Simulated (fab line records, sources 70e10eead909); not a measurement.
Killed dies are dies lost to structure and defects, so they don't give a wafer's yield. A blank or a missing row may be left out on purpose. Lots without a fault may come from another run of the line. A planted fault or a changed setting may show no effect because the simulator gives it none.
Chamber matching | flow nand_harc | NHARC_P_ZERO_WELL_DESCUM_13 on rie_diel-13: 4 sister chambers
The step chemistry O2, time 3 s. 8 wafers are shown with their chamber, then 9 later ones without.

WAFERS WITH THEIR CHAMBER
wafer  | chamber | drypump_motor_current_A (A) | showerhead_plenum_p_Torr (Torr)
L082.4 | 2       | 5.7                         | 1.85
L082.6 | 3       | 5.0                         | 2.02
L087.2 | 0       | 6.4                         | 1.84
L087.3 | 1       | 5.2                         | 1.92
L087.4 | 2       | 5.8                         | 1.85
L090.4 | 3       | 5.0                         | 2.01
L090.5 | 1       | 5.2                         | 1.92
L090.6 | 0       | 6.4                         | 1.84

WAFERS WITHOUT THEIR CHAMBER
wafer  | drypump_motor_current_A (A) | showerhead_plenum_p_Torr (Torr)
L093.1 | 6.4                         | 1.84
L093.5 | 5.0                         | 2.01
L093.6 | 5.7                         | 1.84
L095.1 | 6.4                         | 1.83
L095.4 | 5.7                         | 1.84
L095.5 | 5.0                         | 2.01
L097.1 | 5.2                         | 1.91
L097.2 | 5.8                         | 1.84
L097.6 | 5.2                         | 1.91

WHICH CHAMBER EACH WENT THROUGH
wafer  | from the rows above | in truth
L093.1 | 0                   | 0
L093.5 | 3                   | 3
L093.6 | 2                   | 2
L095.1 | 0                   | 0
L095.4 | 2                   | 2
L095.5 | 3                   | 3
L097.1 | 1                   | 1
L097.2 | 2                   | 2
L097.6 | 1                   | 1
Placed correctly: 9 of 9. Can't be placed from these rows: 0. Placed wrongly: 0.
How it was worked out, from the rows above alone: a wafer's distance from a chamber is the root of the sum, over the readings, of the square of ((its reading less the chamber's mean) divided by the reading's scatter). The wafer belongs to the nearest chamber; if the next one is less than 2 further off, it can't be placed. A chamber's mean is the mean of its shown wafers. The scatter: the root of (the sum of the squares of (reading less its chamber's mean) over the shown wafers, divided by (wafers less chambers)).
